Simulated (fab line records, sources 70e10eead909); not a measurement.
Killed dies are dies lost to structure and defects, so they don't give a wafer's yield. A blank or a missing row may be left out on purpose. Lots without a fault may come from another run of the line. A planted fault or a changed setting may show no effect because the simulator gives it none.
Which tool did it? | flow nand_harc | 14 lots, 42 wafers sampled, at 5 steps of a route of 1302

WHAT THE GAUGES READ, wafer by wafer
NHARC_END_SORT_01. Usual: defect_limited_yield 91.0 %, standard deviation 2.6; killed_at_array 57, standard deviation 17; killed_at_other 0.5, standard deviation 0.82; killed_at_periphery 4.0, standard deviation 2.8; killed_dies 61, standard deviation 18; killed_open 2.9, standard deviation 2; killed_short 2.3, standard deviation 1.7.
lot  | measured     | on        | defect_limited_yield (%) | killed_at_array | killed_at_other | killed_at_periphery | killed_dies | killed_open | killed_short | flag
L607 | day 25 01:10 | prober-01 | 94.1 95.1 94.1           | 37 30 36        | 1 0 2           | 2 3 2               | 40 33 40    | 4 1 0       | 1 2 5        |
L610 | day 26 14:37 | prober-01 | 89.8 89.8 89.5           | 64 65 66        | 1 0 0           | 4 4 5               | 69 69 71    | 2 6 1       | 1 3 2        |
L611 | day 26 08:29 | prober-02 | 90.3 89.5 90.1           | 59 67 64        | 1 0 2           | 6 4 1               | 66 71 67    | 3 4 3       | 1 1 1        |
L614 | day 27 14:05 | prober-02 | 91.9 91.3 92.8           | 52 57 46        | 1 0 0           | 2 2 3               | 55 59 49    | 6 4 4       | 1 0 1        |
L617 | day 30 06:07 | prober-01 | 89.7 87.4 90.4           | 69 82 64        | 0 0 0           | 1 3 1               | 70 85 65    | 4 3 8       | 4 3 0        |
L623 | day 30 23:37 | prober-01 | 91.7 88.0 92.2           | 53 77 51        | 0 0 0           | 3 4 2               | 56 81 53    | 2 7 3       | 0 5 1        |
L625 | day 31 23:53 | prober-01 | 91.3 91.7 90.3           | 53 51 58        | 0 0 0           | 6 5 8               | 59 56 66    | 4 3 4       | 4 2 4        |
L628 | day 34 11:12 | prober-02 | 88.8 89.2 87.0           | 68 62 81        | 0 0 0           | 8 11 7              | 76 73 88    | 1 8 0       | 4 1 3        |

WHICH TOOL RAN EACH LOT (tool, then ch and the chambers of the sampled wafers, then the start)
lot  | NHARC_P_M2_PRE_CLEAN_32         | NHARC_P_M2_DEP_33               | NHARC_P_BONDPAD_CMP_32        | NHARC_P_BONDPAD_STRIP_16
L607 | pecvd-03 ch 0,2, day 6 17:37    | pecvd-03 ch 0,2, day 6 17:44    | cmp-03 ch 0,1,2, day 6 19:28  | wet_bench-10 ch 1,2,7, day 7 01:03
L608 | pecvd-03 ch 0,1,2, day 6 23:03  | pecvd-03 ch 0,1,2, day 6 23:13  | cmp-03 ch 1,2,3, day 6 23:58  | wet_bench-10 ch 3,5,7, day 7 01:37
L610 | pecvd-03 ch 1,2, day 7 23:05    | pecvd-03 ch 1,2, day 7 23:10    | cmp-01 ch 1,2, day 8 00:01    | wet_bench-10 ch 1,5,7, day 8 01:35
L612 | pecvd-01 ch 0,1,2, day 8 10:36  | pecvd-01 ch 0,1,2, day 8 10:44  | cmp-04 ch 2,3, day 8 11:27    | wet_bench-10 ch 1,3,6, day 8 13:07
L611 | pecvd-03 ch 0,2, day 8 11:02    | pecvd-03 ch 0,2, day 8 11:11    | cmp-03 ch 0,1,3, day 8 12:08  | wet_bench-08 ch 0,1,5, day 8 13:53
L613 | pecvd-01 ch 0,1,2, day 9 09:09  | pecvd-01 ch 0,1,2, day 9 09:19  | cmp-01 ch 0,1, day 9 10:02    | wet_bench-08 ch 1,2,5, day 9 11:42
L614 | pecvd-01 ch 1,2, day 9 16:10    | pecvd-01 ch 1,2, day 9 16:16    | cmp-03 ch 0,1,2, day 9 17:02  | wet_bench-10 ch 0,2,3, day 9 18:45
L617 | pecvd-01 ch 0,1, day 10 16:28   | pecvd-01 ch 0,1, day 10 16:36   | cmp-03 ch 0,1,3, day 10 17:19 | wet_bench-08 ch 0,1,5, day 10 18:53
L621 | pecvd-03 ch 0,2, day 12 10:58   | pecvd-03 ch 0,2, day 12 11:04   | cmp-04 ch 0,1,2, day 12 12:04 | wet_bench-08 ch 0,1,7, day 12 13:43
L622 | pecvd-01 ch 0,2, day 12 13:17   | pecvd-01 ch 0,2, day 12 13:22   | cmp-03 ch 1,2,3, day 12 14:11 | wet_bench-08 ch 4,5,7, day 12 15:53
L623 | pecvd-01 ch 0,1,2, day 13 03:08 | pecvd-01 ch 0,1,2, day 13 03:13 | cmp-04 ch 1,2,3, day 13 04:07 | wet_bench-08 ch 0,6,7, day 13 05:44
L624 | pecvd-02 ch 0,1, day 13 15:41   | pecvd-02 ch 0,1, day 13 15:46   | cmp-03 ch 0,2,3, day 13 16:35 | wet_bench-10 ch 1,6,7, day 13 18:19
L625 | pecvd-02 ch 0,1,2, day 14 07:02 | pecvd-02 ch 0,1,2, day 14 07:07 | cmp-01 ch 0,2,3, day 14 07:57 | wet_bench-10 ch 0,1,3, day 14 09:40
L628 | pecvd-01 ch 0,1,2, day 15 11:20 | pecvd-01 ch 0,1,2, day 15 11:25 | cmp-03 ch 0,1,3, day 15 12:13 | wet_bench-08 ch 3,4,6, day 15 13:55
- NHARC_P_M2_PRE_CLEAN_32: time 12 s.
- NHARC_P_M2_DEP_33: deposits SiCN, target thk 30 nm.
- NHARC_P_BONDPAD_CMP_32: polishes SiCN, target thk 200 nm.
- NHARC_P_BONDPAD_STRIP_16: strips in post etch residue remover, time 600 s.

WHAT THE TOOLS THEMSELVES READ (means of the sampled wafers that have a number; where no wafer has one, the mark that the record gives instead)
NHARC_P_M2_PRE_CLEAN_32. Usual: heater_power_w 600 W, standard deviation 56.
lot  | tool     | heater_power_w (W) | flag
L607 | pecvd-03 | 528                |
L608 | pecvd-03 | 596                |
L610 | pecvd-03 | 581                |
L612 | pecvd-01 | 571                |
L611 | pecvd-03 | 576                |
L613 | pecvd-01 | 596                |
L614 | pecvd-01 | 542                |
L617 | pecvd-01 | 649                |
L621 | pecvd-03 | 600                |
L622 | pecvd-01 | 661                |
L623 | pecvd-01 | 602                |
L624 | pecvd-02 | 611                |
L625 | pecvd-02 | 635                |
L628 | pecvd-01 | 595                |

NHARC_P_M2_DEP_33. Usual: heater_power_w 540 W, standard deviation 58.
lot  | tool     | heater_power_w (W) | flag
L607 | pecvd-03 | 528                |
L608 | pecvd-03 | 485                |
L610 | pecvd-03 | 504                |
L612 | pecvd-01 | 569                |
L611 | pecvd-03 | 566                |
L613 | pecvd-01 | 506                |
L614 | pecvd-01 | 459                |
L617 | pecvd-01 | 628                |
L621 | pecvd-03 | 493                |
L622 | pecvd-01 | 562                |
L623 | pecvd-01 | 564                |
L624 | pecvd-02 | 597                |
L625 | pecvd-02 | 549                |
L628 | pecvd-01 | 526                |

NHARC_P_BONDPAD_CMP_32. Usual: motor_current_A 12.5 A, standard deviation 1.1.
lot  | tool   | motor_current_A (A) | flag
L607 | cmp-03 | 12.3                |
L608 | cmp-03 | 13.5                |
L610 | cmp-01 | 12.0                |
L612 | cmp-04 | 12.1                |
L611 | cmp-03 | 13.0                |
L613 | cmp-01 | 12.5                |
L614 | cmp-03 | 12.5                |
L617 | cmp-03 | 13.1                |
L621 | cmp-04 | 12.6                |
L622 | cmp-03 | 13.4                |
L623 | cmp-04 | 12.3                |
L624 | cmp-03 | 12.9                |
L625 | cmp-01 | 11.8                |
L628 | cmp-03 | 12.9                |

NHARC_P_BONDPAD_STRIP_16. Usual: bath_heat_duty_pct 13.4 %, standard deviation 1.7; run_length_s 603.4 s, standard deviation 0.95.
lot  | tool         | bath_heat_duty_pct (%) | run_length_s (s) | flag
L607 | wet_bench-10 | 14.4                   | 603.7            |
L608 | wet_bench-10 | 14.0                   | 603.9            |
L610 | wet_bench-10 | 13.7                   | 603.9            |
L612 | wet_bench-10 | 14.8                   | 603.9            |
L611 | wet_bench-08 | 11.6                   | 603.4            |
L613 | wet_bench-08 | 14.3                   | 604.3            |
L614 | wet_bench-10 | 13.9                   | 603.0            |
L617 | wet_bench-08 | 12.5                   | 602.9            |
L621 | wet_bench-08 | -                      | -                | OFF
L622 | wet_bench-08 | -                      | -                | OFF
L623 | wet_bench-08 | -                      | -                | OFF
L624 | wet_bench-10 | 13.7                   | 603.7            |
L625 | wet_bench-10 | 14.1                   | 604.2            |
L628 | wet_bench-08 | 13.3                   | 603.1            |

THE ANSWER, worked out from the rows above alone
Rule: a lot is off if the mean of its wafers that have a number lies more than 3 standard deviations from the usual mean. A lot without any number at a reading at which 4 lots or more have one is off too. The other lots that the step has rows for count as sound. The gauges are gone through in route order, then the tools' own readings, and for those a lot's mean is taken as printed above. The first step at which some lot is off is used, and at that step the reading that is off furthest; a lot without a number counts as furthest.
Off: L621, L622, L623, at NHARC_P_BONDPAD_STRIP_16 (bath_heat_duty_pct). Without a number there: L621, L622, L623.
A tool fits if, at that step or a process step before it, it ran every lot that is off, and no sound lot after the first of them. None of those tried fits.

WHAT THE SIMULATOR HAD PUT IN
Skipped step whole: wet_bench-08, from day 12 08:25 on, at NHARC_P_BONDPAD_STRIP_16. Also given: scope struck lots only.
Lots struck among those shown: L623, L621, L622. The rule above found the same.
